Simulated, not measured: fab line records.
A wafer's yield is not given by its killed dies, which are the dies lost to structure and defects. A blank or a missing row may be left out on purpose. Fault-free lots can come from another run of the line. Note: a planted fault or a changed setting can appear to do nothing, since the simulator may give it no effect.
fab line records ; flow n5Finfet
[record] lots = 7; wafers = 21; lastDay = 17
route steps=1938 shown STI_FIN_REVEAL@184
lots that met no fault: taken from a fault-free run of the same line
startH: start of the lot's first displayed wafer, in hours after the record's first day ; waitH: hours since the lot's step before ; " unchanged from the row above ; L1.1+2: several wafers, shown together as one row ; - either no value or no given start ; * or withheld: withheld ; < > ~ a bound
route shown NAME@n: names a module that has steps shown in the file, with the first one's number in the route ; usual: mean and standard deviation over wafers with no fault ; same: alike in all rows ; chamber/n: place in a boat ; sites: per-site readings ; _std_site: the standard deviation of these ; _edge_site: the outer-site mean with the inner-site mean subtracted ; radiusMm: for every site, how far away it sits from the centre of the wafer ; mask NAME#n: copy n ; behind: tool/chamber where the wafer was last shaped ; hold: reason for holding the lot/hours on hold/outcome of the hold ; device: whichever transistor did not switch (one of n, p or np) ; end of line: the route-end tests of the same wafers ; where a step has no rows: the recipe by itself ; killed: dies lost to structure and defects at the first sort, not the wafer's yield ; map: dies across one wafer; x = killed, . = not, _ = none there
set.NAME: setting as actually run; set.NAME@STEP: the setting as run at that earlier step ; model.NAME: the simulator's own value behind a step, which no gauge read
a table for each step, a row for each wafer; lots at some steps of the route
services: a tool's chamber out of use, with start hour (startH, from the record's first day; less than 0 if before it), hours out, and reason
[[steps]]
[step N5_STI_FIN_REVEAL_ALD_14]
[recipe] material = Si3N4; targetThkA = 30; tempC = 400; aldPrecursorFamily = SiH2I2; aldCoReactant = N2/H2-plasma; pressureTorr = 2
[usual] heaterPowerW = 844/92
lot.wafer;tool;chamber;startH;waitH;heaterPowerW
L393.1;aldSin-04;0;51.97;0.0;879
L393.4;aldSin-04;1;51.97;0.0;1117
L393.6;aldSin-04;3;51.97;0.0;870
L394.2;aldSin-01;0;57.73;0.0;827
L394.3;aldSin-01;1;57.73;0.0;850
L394.5;aldSin-01;0;57.73;0.0;829
L395.1;aldSin-03;0;63.68;0.0;872
L395.4;aldSin-03;2;63.68;0.0;956
L395.5;aldSin-03;1;63.68;0.0;736
L397.3;aldSin-04;2;77.56;0.0;685
L397.5;aldSin-04;3;77.56;0.0;901
L397.6;aldSin-04;0;77.56;0.0;875
L405.1;aldSin-03;3;124.45;0.0;747
L405.2;aldSin-03;2;124.45;0.0;966
L405.5;aldSin-03;2;124.45;0.0;941
L407.3;aldSin-01;1;138.50;0.0;842
L407.4;aldSin-01;2;138.50;0.0;714
L407.5;aldSin-01;3;138.50;0.0;879
L412.1;aldSin-03;0;165.97;0.0;901
L412.4;aldSin-03;3;165.97;0.0;740
L412.5;aldSin-03;3;165.97;0.0;751
[step N5_STI_FIN_REVEAL_FCVD_FILL_01]
[recipe] material = SiO2_flowable; targetThkA = 3120; tempC = 100; pressureTorr = 0.8; rfW = 2000; timeS = 512.2
[step N5_STI_FIN_REVEAL_DENSIFY_02]
[recipe] tempC = 650; ambient = steam; timeS = 1800; idleTempC = 400; densificationPH2oTorr = 640
[step N5_STI_FIN_REVEAL_CMP_04]
[recipe] stopOn = Si3N4; tOverpolishS = 4; downForcePsi = 2; platenRpm = 54.18; postCmpClean = alkalineBrush; padVelocityMS = 1.078; targetThkNm = 131.83
[step N5_STI_FIN_REVEAL_THK_MEAS_05]
[usual] thkNm = 131.9/1.3
lot.wafer;tool;chamber;startH;waitH;thkNm
L393.1;filmMetro-02;-;57.30;-;132.2
L393.4;filmMetro-02;-;57.30;-;130.8
L393.6;filmMetro-02;-;57.30;-;130.4
L394.2;filmMetro-01;-;63.07;-;129.7
L394.3;filmMetro-01;-;63.07;-;129.6
L394.5;filmMetro-01;-;63.07;-;131.2
L395.1;filmMetro-02;-;69.01;-;134.2
L395.4;filmMetro-02;-;69.01;-;134.4
L395.5;filmMetro-02;-;69.01;-;133.5
L397.3;filmMetro-02;-;83.49;-;131.8
L397.5;filmMetro-02;-;83.49;-;132.4
L397.6;filmMetro-02;-;83.49;-;132.9
L405.1;filmMetro-02;-;129.79;-;133.8
L405.2;filmMetro-02;-;129.79;-;134.5
L405.5;filmMetro-02;-;129.79;-;133.4
L407.3;filmMetro-01;-;143.85;-;131.4
L407.4;filmMetro-01;-;143.85;-;132.9
L407.5;filmMetro-01;-;143.85;-;131.2
L412.1;filmMetro-01;-;171.30;-;131.2
L412.4;filmMetro-01;-;171.30;-;129.7
L412.5;filmMetro-01;-;171.30;-;131.5
[step N5_STI_FIN_REVEAL_DENSIFY_30]
[recipe] tempC = *; timeS = *; ambient = N2; idleTempC = 600; rampUpCPerS = 150; rampDownCPerS = 60; coolToC = 600
[step N5_STI_FIN_REVEAL_ETCHBACK_08]
[recipe] chemistry = C4F6/O2; target = SiO2; targetDepthA = 305; timeS = 10.167; ionEnergyEv = 250; pressureMtorr = 30; sourceW = 345; biasW = 185; Ar_flow_sccm = 300; C4F6_flow_sccm = 10; O2_flow_sccm = 10
[usual] drypumpMotorCurrentA = 5.7/0.45; oesProductAu = 0.80/0.096; rfVppV = 671/11; showerheadPlenumPTorr = 2.84/0.089; throttleValvePct = 21.14/0.28
lot.wafer;tool;chamber;startH;waitH;drypumpMotorCurrentA;oesProductAu;rfHoursCounterH;rfVppV;showerheadPlenumPTorr;throttleValvePct
L393.1;rieDiel-03;0;57.56;0.2;5.5;0.70;207;660;2.71;20.96
L393.4;rieDiel-03;1;57.56;0.2;6.7;0.70;-;686;2.78;21.23
L393.6;rieDiel-03;0;57.56;0.2;5.5;0.70;-;660;2.71;20.98
L394.2;rieDiel-05;0;63.36;0.2;5.5;0.88;30;679;2.99;20.60
L394.3;rieDiel-05;1;63.36;0.2;5.5;0.77;151;664;2.86;21.61
L394.5;rieDiel-05;3;63.36;0.2;5.6;0.76;-;652;2.87;21.32
L395.1;rieDiel-03;0;69.57;0.5;5.5;0.71;212;659;2.71;20.97
L395.4;rieDiel-03;1;69.57;0.5;6.8;0.70;-;684;2.78;21.24
L395.5;rieDiel-03;0;69.57;0.5;5.5;0.70;-;660;2.71;20.99
L397.3;rieDiel-03;2;83.96;0.2;5.9;0.97;2;688;2.79;21.03
L397.5;rieDiel-03;2;83.96;0.2;5.9;0.98;-;689;2.79;21.05
L397.6;rieDiel-03;3;83.96;0.2;5.6;0.87;-;677;3.00;21.12
L405.1;rieDiel-05;3;130.38;0.5;5.6;0.74;173;652;2.86;21.36
L405.2;rieDiel-05;2;130.38;0.5;6.2;0.70;206;667;2.93;21.26
L405.5;rieDiel-05;3;130.38;0.5;5.6;0.74;-;650;2.86;21.34
L407.3;rieDiel-01;3;144.18;0.2;5.2;0.87;38;680;2.79;21.21
L407.4;rieDiel-01;0;144.18;0.2;5.1;0.84;59;671;2.78;20.83
L407.5;rieDiel-01;3;144.18;0.2;5.2;0.87;-;680;2.79;21.22
L412.1;rieDiel-05;0;171.61;0.2;5.6;0.82;64;679;2.97;20.66
L412.4;rieDiel-05;1;171.61;0.2;5.5;0.73;196;664;2.84;21.68
L412.5;rieDiel-05;3;171.61;0.2;5.6;0.72;-;652;2.85;21.38
[step N5_STI_FIN_REVEAL_STRIP_24]
[recipe] chemistry = N2/H2; timeS = 90; powerW = 100; tempC = 40; pressureMtorr = 100; rfFrequencyHz = 6e+07; biasPowerW = 3; n2FlowSccm = 300; h2FlowSccm = 300
[usual] drypumpMotorCurrentA = 5.7/0.45; oesProductAu = 0.80/0.096; rfVppV = 45.4/0.84; showerheadPlenumPTorr = 3.37/0.11; throttleValvePct = 12.2/0.32
lot.wafer;tool;chamber;startH;waitH;drypumpMotorCurrentA;oesProductAu;rfHoursCounterH;rfVppV;showerheadPlenumPTorr;throttleValvePct
L393.1;rieDiel-03;0;57.60;0.0;5.5;0.71;207;45.9;3.21;12.2
L393.4;rieDiel-03;1;57.60;0.0;6.8;0.71;-;44.6;3.32;12.5
L393.6;rieDiel-03;0;57.60;0.0;5.5;0.71;-;43.7;3.21;12.2
L394.2;rieDiel-05;0;63.40;0.0;5.6;0.88;30;44.5;3.56;11.6
L394.3;rieDiel-05;1;63.40;0.0;5.5;0.77;151;43.5;3.37;12.5
L394.5;rieDiel-05;3;63.40;0.0;5.6;0.76;-;45.1;3.38;12.3
L395.1;rieDiel-03;0;69.60;0.0;5.5;0.70;212;45.4;3.21;12.3
L395.4;rieDiel-03;1;69.60;0.0;6.8;0.70;-;44.4;3.31;12.5
L395.5;rieDiel-03;0;69.60;0.0;5.5;0.70;-;44.8;3.21;12.2
L397.3;rieDiel-03;2;84.00;0.0;6.0;0.97;2;45.0;3.31;11.9
L397.5;rieDiel-03;2;84.00;0.0;5.9;0.96;-;45.9;3.31;11.9
L397.6;rieDiel-03;3;84.00;0.0;5.7;0.87;-;45.1;3.57;12.2
L405.1;rieDiel-05;3;130.42;0.0;5.6;0.74;173;44.9;3.37;12.3
L405.2;rieDiel-05;2;130.42;0.0;6.2;0.70;206;46.2;3.50;12.5
L405.5;rieDiel-05;3;130.42;0.0;5.6;0.74;-;45.1;3.37;12.3
L407.3;rieDiel-01;3;144.21;0.0;5.2;0.89;38;44.6;3.30;12.1
L407.4;rieDiel-01;0;144.21;0.0;5.1;0.86;59;44.9;3.29;11.8
L407.5;rieDiel-01;3;144.21;0.0;5.2;0.88;-;44.8;3.30;12.0
L412.1;rieDiel-05;0;171.65;0.0;5.5;0.81;64;46.0;3.55;11.7
L412.4;rieDiel-05;1;171.65;0.0;5.5;0.73;196;45.1;3.34;12.6
L412.5;rieDiel-05;3;171.65;0.0;5.6;0.71;-;45.5;3.36;12.4
[step N5_STI_FIN_REVEAL_PRECLEAN_25]
[recipe] chemistry = SPM; timeS = 90; tempC = 120; mix = 4:1
[step N5_STI_FIN_REVEAL_PRECLEAN_26]
[recipe] chemistry = SC1; timeS = 45; tempC = 46; mix = 1:2:100
[step N5_STI_FIN_REVEAL_PRECLEAN_29]
[recipe] chemistry = DHF; timeS = 30; tempC = 25; dilution = 300:1
[step N5_STI_FIN_REVEAL_SRD_12]
[recipe] timeS = 30; tempC = 23; rinseLiquid = diw; dry = ipaMarangoni
[step N5_STI_FIN_REVEAL_RECESS_09]
[recipe] chemistry = HF/NH3; target = SiO2; afsCycles = 11; targetDepthA = 425; tempC = 30; sublimationTempC = 180; sublimationTimeS = 60
[usual] drypumpMotorCurrentA = 5.9/0.61; forelinePTorr = 0.1279/0.0005
[same] sublimationTimeS = 60
lot.wafer;tool;chamber;startH;waitH;drypumpMotorCurrentA;forelinePTorr;model.etch.depthNm;model.SiNx_of_FIN_SAQP_HM_DEP_03.thkNm
L393.1;vaporEtch-02;0;57.98;0.0;6.2;0.1280;43.25;17.6
L393.4;vaporEtch-02;1;57.98;0.0;6.2;0.1285;43.25;18.2
L393.6;vaporEtch-02;0;57.98;0.0;6.2;0.1281;43.25;16.8
L394.2;vaporEtch-02;1;63.68;0.0;6.2;0.1273;26.37;19
L394.3;vaporEtch-02;1;63.68;0.0;6.2;0.1275;26.37;19.6
L394.5;vaporEtch-02;1;63.68;0.0;6.2;0.1275;26.37;19
L395.1;vaporEtch-02;0;69.82;0.0;6.2;0.1281;43.06;17.4
L395.4;vaporEtch-02;0;69.82;0.0;6.2;0.1282;43.06;17.8
L395.5;vaporEtch-02;1;69.82;0.0;6.2;0.1284;26.86;20
L397.3;vaporEtch-02;1;84.74;0.6;6.2;0.1278;26.71;19.2
L397.5;vaporEtch-02;0;84.74;0.6;6.2;0.1278;26.71;18.4
L397.6;vaporEtch-02;1;84.74;0.6;6.1;0.1279;42.82;18.8
L405.1;vaporEtch-01;1;130.64;0.0;4.8;0.1278;42.23;17.2
L405.2;vaporEtch-01;0;130.64;0.0;6.3;0.1281;42.23;17.6
L405.5;vaporEtch-01;1;131.70;1.1;4.8;0.1274;42.23;17.8
L407.3;vaporEtch-02;1;144.96;0.6;6.2;0.1291;42.5;17.4
L407.4;vaporEtch-02;0;144.96;0.6;6.2;0.1282;42.5;19.2
L407.5;vaporEtch-02;0;144.96;0.6;6.2;0.1279;42.5;18.6
L412.1;vaporEtch-02;1;171.88;0.0;6.2;0.1283;43.15;18.2
L412.4;vaporEtch-02;1;173.47;1.6;6.2;0.1285;43.15;18
L412.5;vaporEtch-02;1;173.47;1.6;6.2;0.1283;43.15;18.6
[step N5_STI_FIN_REVEAL_STRIP_16]
[recipe] chemistry = H3PO4; material = SiNx; tempC = 165; targetDepthA = 238; overetchFraction = 0.4964; dry = ipaMarangoni
[step N5_STI_FIN_REVEAL_PRECLEAN_17]
[recipe] chemistry = NF3:NH3; afsCycles = 1; tempC = 30; timeS = 20; sublimationTempC = 180; sublimationTimeS = 60; pressureTorr = 3; rfPowerW = 30
[step N5_STI_FIN_REVEAL_ETCH_34]
[recipe] chemistry = H2; mode = isotropic; material = Si; target = Si; targetDepthA = 9.7; tempC = 20; pressureMtorr = 4.5; icpW = 300; biasW = 0; h2FlowSccm = 7.5; heFlowSccm = 142.5
[usual] drypumpMotorCurrentA = 5.7/0.51; oesProductAu = 1.006/0.018; throttleValvePct = 25.7/0.55
lot.wafer;tool;chamber;startH;waitH;drypumpMotorCurrentA;oesProductAu;rfHoursCounterH;throttleValvePct
L393.1;rieSi-06;2;60.07;0.2;5.7;0.975;39;25.1
L393.4;rieSi-06;3;60.07;0.2;5.0;0.978;106;26.3
L393.6;rieSi-06;3;60.07;0.2;5.0;0.968;-;26.3
L394.2;rieSi-02;0;65.77;0.1;6.6;0.998;133;25.1
L394.3;rieSi-02;3;65.77;0.1;5.4;1.010;99;25.9
L394.5;rieSi-02;2;65.77;0.1;5.9;1.020;-;25.9
L395.1;rieSi-02;1;71.91;0.2;5.8;1.013;151;26.0
L395.4;rieSi-02;0;71.91;0.2;6.5;0.997;133;25.1
L395.5;rieSi-02;2;71.91;0.2;5.9;1.020;-;25.9
L397.3;rieSi-06;2;86.30;0.1;5.8;0.972;40;25.0
L397.5;rieSi-06;3;86.30;0.1;5.0;0.976;-;26.3
L397.6;rieSi-06;2;86.30;0.1;5.8;0.972;-;25.0
L405.1;rieSi-04;1;132.73;0.2;5.7;0.989;98;26.7
L405.2;rieSi-04;0;132.73;0.2;4.8;1.039;2;25.0
L405.5;rieSi-04;3;132.73;0.2;6.5;0.986;-;25.2
L407.3;rieSi-02;2;146.52;0.1;5.9;1.016;87;25.9
L407.4;rieSi-02;0;146.52;0.1;6.5;1.002;134;25.1
L407.5;rieSi-02;0;146.52;0.1;6.5;0.992;-;25.1
L412.1;rieSi-04;3;175.56;0.2;6.5;0.987;11;25.2
L412.4;rieSi-04;2;175.56;0.2;5.6;0.989;6;25.4
L412.5;rieSi-04;2;175.56;0.2;5.6;1.007;-;25.4
[step N5_STI_FIN_REVEAL_OXIDATION_31]
[recipe] chemistry = O2_PLASMA_REMOTE; tempC = 150; timeS = 20; pressureMtorr = 1000; sourcePowerW = 2000; o2FlowSccm = 3000
[step N5_STI_FIN_REVEAL_PRECLEAN_32]
[recipe] chemistry = NF3:NH3; afsCycles = 1; tempC = 30; timeS = 20; sublimationTempC = 180; sublimationTimeS = 60; pressureTorr = 3; rfPowerW = 30
[step N5_STI_FIN_REVEAL_STRIP_35]
[recipe] chemistry = H3PO4; material = Si3N4; tempC = 165; targetDepthA = 40; timeS = 39
[step N5_STI_FIN_REVEAL_SRD_21]
[recipe] dry = ipaMarangoni; timeS = 30; tempC = 23; rinseLiquid = diw
[step N5_STI_FIN_REVEAL_OXIDATION_33]
[recipe] chemistry = O2_PLASMA_REMOTE; tempC = 150; timeS = 20; pressureMtorr = 1000; sourcePowerW = 2000; o2FlowSccm = 3000
[usual] drypumpMotorCurrentA = 5.5/0.31; heaterPowerW = 162/9.8
lot.wafer;tool;chamber;startH;waitH;drypumpMotorCurrentA;heaterPowerW;rfHoursCounterH
L393.1;plasmaAsher-02;0;60.48;0.0;5.9;161;89
L393.4;plasmaAsher-02;0;60.48;0.0;5.9;165;-
L393.6;plasmaAsher-02;1;60.48;0.0;5.7;150;-
L394.2;plasmaAsher-01;1;66.24;0.0;5.1;175;36
L394.3;plasmaAsher-01;0;66.24;0.0;5.6;152;-
L394.5;plasmaAsher-01;1;66.24;0.0;5.1;177;-
L395.1;plasmaAsher-02;1;72.32;0.0;5.7;150;91
L395.4;plasmaAsher-02;0;72.32;0.0;5.9;164;-
L395.5;plasmaAsher-02;1;72.32;0.0;5.7;148;-
L397.3;plasmaAsher-01;0;86.80;0.1;5.7;158;-
L397.5;plasmaAsher-01;1;86.80;0.1;5.1;173;-
L397.6;plasmaAsher-01;0;86.80;0.1;5.7;158;-
L405.1;plasmaAsher-01;0;133.15;0.0;5.7;159;49
L405.2;plasmaAsher-01;1;133.15;0.0;5.1;177;49
L405.5;plasmaAsher-01;1;133.15;0.0;5.1;179;-
L407.3;plasmaAsher-02;0;146.96;0.0;5.9;166;-
L407.4;plasmaAsher-02;1;146.96;0.0;5.7;150;-
L407.5;plasmaAsher-02;0;146.96;0.0;5.8;167;-
L412.1;plasmaAsher-01;1;175.97;0.0;5.1;174;57
L412.4;plasmaAsher-01;0;175.97;0.0;5.6;154;-
L412.5;plasmaAsher-01;1;175.97;0.0;5.1;174;-
[step N5_STI_FIN_REVEAL_CLEAN_19]
[recipe] chemistry = O3/DIW; tempC = 25; timeS = 120; o3Ppm = 10
[step N5_STI_FIN_REVEAL_SRD_23]
[recipe] dry = ipaMarangoni; timeS = 30; tempC = 23; rinseLiquid = diw
[step N5_STI_FIN_REVEAL_CD_MEAS_22]
[recipe] targetCdNm = 6.238; pitchNm = 28; polarity = line
[usual] cdNm = 6.21/0.28
lot.wafer;tool;chamber;startH;waitH;cdNm
L393.1;cdSem-01;-;60.65;0.0;6.22
L393.4;cdSem-01;-;60.65;0.0;6.29
L393.6;cdSem-01;-;60.65;0.0;5.89
L394.2;cdSem-03;-;66.40;0.0;6.13
L394.3;cdSem-03;-;66.40;0.0;6.00
L394.5;cdSem-03;-;66.40;0.0;6.16
L395.1;cdSem-01;-;72.50;0.0;5.93
L395.4;cdSem-01;-;72.50;0.0;5.96
L395.5;cdSem-01;-;72.50;0.0;5.95
L397.3;cdSem-02;-;86.94;0.0;6.40
L397.5;cdSem-02;-;86.94;0.0;6.39
L397.6;cdSem-02;-;86.94;0.0;6.34
L405.1;cdSem-02;-;133.31;0.0;6.22
L405.2;cdSem-02;-;133.31;0.0;6.55
L405.5;cdSem-02;-;133.31;0.0;6.84
L407.3;cdSem-03;-;147.11;0.0;6.65
L407.4;cdSem-03;-;147.11;0.0;6.51
L407.5;cdSem-03;-;147.11;0.0;6.27
L412.1;cdSem-02;-;176.13;0.0;6.25
L412.4;cdSem-02;-;176.13;0.0;5.77
L412.5;cdSem-02;-;176.13;0.0;6.19
[step N5_STI_FIN_REVEAL_FIN_H_MEAS_10]
[usual] trenchDepthNm = 52.1/0.78
lot.wafer;tool;chamber;startH;waitH;trenchDepthNm
L393.1;ocd-02;-;60.68;0.0;52.4
L393.4;ocd-02;-;60.68;0.0;52.8
L393.6;ocd-02;-;60.68;0.0;52.0
L394.2;ocd-01;-;66.43;0.0;35.8
L394.3;ocd-01;-;66.43;0.0;35.8
L394.5;ocd-01;-;66.43;0.0;36.2
L395.1;ocd-02;-;72.53;0.0;52.6
L395.4;ocd-02;-;72.53;0.0;52.4
L395.5;ocd-02;-;72.53;0.0;36.5
L397.3;ocd-01;-;86.97;0.0;37.2
L397.5;ocd-01;-;86.97;0.0;37.6
L397.6;ocd-01;-;86.97;0.0;52.5
L405.1;ocd-02;-;133.34;0.0;51.4
L405.2;ocd-02;-;133.34;0.0;51.6
L405.5;ocd-02;-;133.34;0.0;51.7
L407.3;ocd-01;-;147.14;0.0;52.2
L407.4;ocd-01;-;147.14;0.0;52.0
L407.5;ocd-01;-;147.14;0.0;52.3
L412.1;ocd-01;-;176.16;0.0;52.0
L412.4;ocd-01;-;176.16;0.0;52.2
L412.5;ocd-01;-;176.16;0.0;52.5
[step N5_STI_FIN_REVEAL_PRECLEAN_18]
[recipe] chemistry = SC2; timeS = 45; tempC = 35; mix = 1:1:50
[[services]]
tool;chamber;startH;hours;kind
rieSi-06;3;43.56;2.7;repair
aldSin-01;2;54.48;36.2;repair
aldSin-04;3;56.58;13.4;repair
rieDiel-03;2;57.20;-;clean
rieDiel-03;2;57.20;-;consumableReplace:focusRing
rieDiel-03;2;57.20;22.6;scheduledDown
rieDiel-03;2;57.20;22.6;ventCycle
rieSi-06;3;63.20;9.4;repair
aldSin-01;3;63.34;11.1;repair
rieDiel-05;0;77.23;7.1;repair
plasmaAsher-01;-;84.38;1.2;repair
aldSin-03;-;85.54;14.0;pm
plasmaAsher-01;-;88.71;1.4;repair
rieDiel-01;1;94.09;2.9;repair
vaporEtch-02;-;110.56;2.8;pm
rieSi-06;2;119.39;14.2;repair
aldSin-01;2;121.58;1.6;repair
rieDiel-05;0;122.16;10.0;repair
rieDiel-03;-;128.90;15.6;pm
rieSi-02;1;129.06;2.3;repair
rieSi-06;-;131.07;2.8;pm
aldSin-01;0;155.56;9.1;repair
vaporEtch-02;0;162.55;10.0;repair
rieDiel-03;0;168.28;7.7;repair
[[key]]
[firstSign] step = N5_STI_FIN_REVEAL_FIN_H_MEAS_10; reading = trenchDepthNm; direction = down; sigmas = 20; usual = 52.1; struck = 36.5
effect none on later readings
[modelEffect] step = N5_STI_FIN_REVEAL_RECESS_09; value = etch.depthNm; without = 42.58; struck = 26.56
metAt N5_STI_FIN_REVEAL_RECESS_09
struckWafers L394.2,L394.3,L394.5,L395.5,L397.3,L397.5
testerLeftOut L394,L395,L397
[baselineLoss] step = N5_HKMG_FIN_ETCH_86; wafers = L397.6
onsetBetween 57.98 63.68
[fault] kind = processParameterDrift; tool = vaporEtch-02; chamber = -; onsetH = 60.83; steps = N5_STI_FIN_REVEAL_RECESS_09; channel = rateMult; offset = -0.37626; shape = step; endH = 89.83; scope = struckWafersOnly
// testerLeftOut: of these lots the tester's yield and bins aren't shown, on N5 and GAA mostly nor the transistor test; their killed dies are dies lost to structure and defects alone, not to doping, threshold or leakage, so they don't give the yield
// baselineLoss: these wafers lose ten dies or more at that step, a loss of the line's own and not of a fault; the sort's usual values leave them out
